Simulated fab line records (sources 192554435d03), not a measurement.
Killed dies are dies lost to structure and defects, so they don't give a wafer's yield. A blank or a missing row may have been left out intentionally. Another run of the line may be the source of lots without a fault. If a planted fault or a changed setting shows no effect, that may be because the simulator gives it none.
Which tool is to blame? | flow n5_finfet | route of 1938 steps, sampled at 1 step: 12 lots, 36 wafers

## WHAT EACH GAUGE READ, for each wafer
N5_BEOL_M9_RS_MEAS_57: the measuring method here is four-point-probe.
lot  | measured     | on            | M9_RS (ohm/sq)
L074 | day 9 15:05  | film_metro-02 | 0.145 0.147 0.148
L077 | day 10 14:44 | film_metro-02 | 0.151 0.152 0.151
L079 | day 10 16:46 | film_metro-01 | 0.152 0.153 0.156
L081 | day 11 13:36 | film_metro-02 | 0.150 0.148 0.153
L082 | day 11 22:32 | film_metro-02 | 0.151 0.157 0.149
L086 | day 12 22:40 | film_metro-01 | 0.148 0.151 0.148
L087 | day 13 03:56 | film_metro-01 | 0.150 0.153 0.147
L088 | day 14 02:52 | film_metro-02 | 0.153 0.154 0.150
L091 | day 14 12:59 | film_metro-02 | 0.151 0.152 0.156
L092 | day 15 07:07 | film_metro-02 | 0.150 0.150 0.148
L095 | day 15 23:44 | film_metro-01 | 0.147 0.147 0.148
L097 | day 16 20:03 | film_metro-01 | 0.146 0.144 0.151

## TOOL THAT RAN EACH LOT (tool first, then ch and the chambers of the sampled wafers, then the start)
The record shows no process step preceding these readings.

## THE ANSWER, worked out from the rows above alone
Rule: what is usual is taken from the lots themselves. Put in order of their means at a reading, lots are off if they are a third of the lots or fewer, leave a main group of 4 or more, and stand apart from it by a gap of 3 or more times the standard deviation of the main group's means; of several such gaps the widest counts. The tables above print the reading to a certain number of digits; a main group whose means all agree to those digits is not used. Also off: a lot with no number at a reading for which 4 or more lots have one. Where the step has rows for the other lots, those lots are counted as sound.
No lot is off on any of the readings shown, so nothing can be concluded from this.

## WHAT THE SIMULATOR HAD INSERTED
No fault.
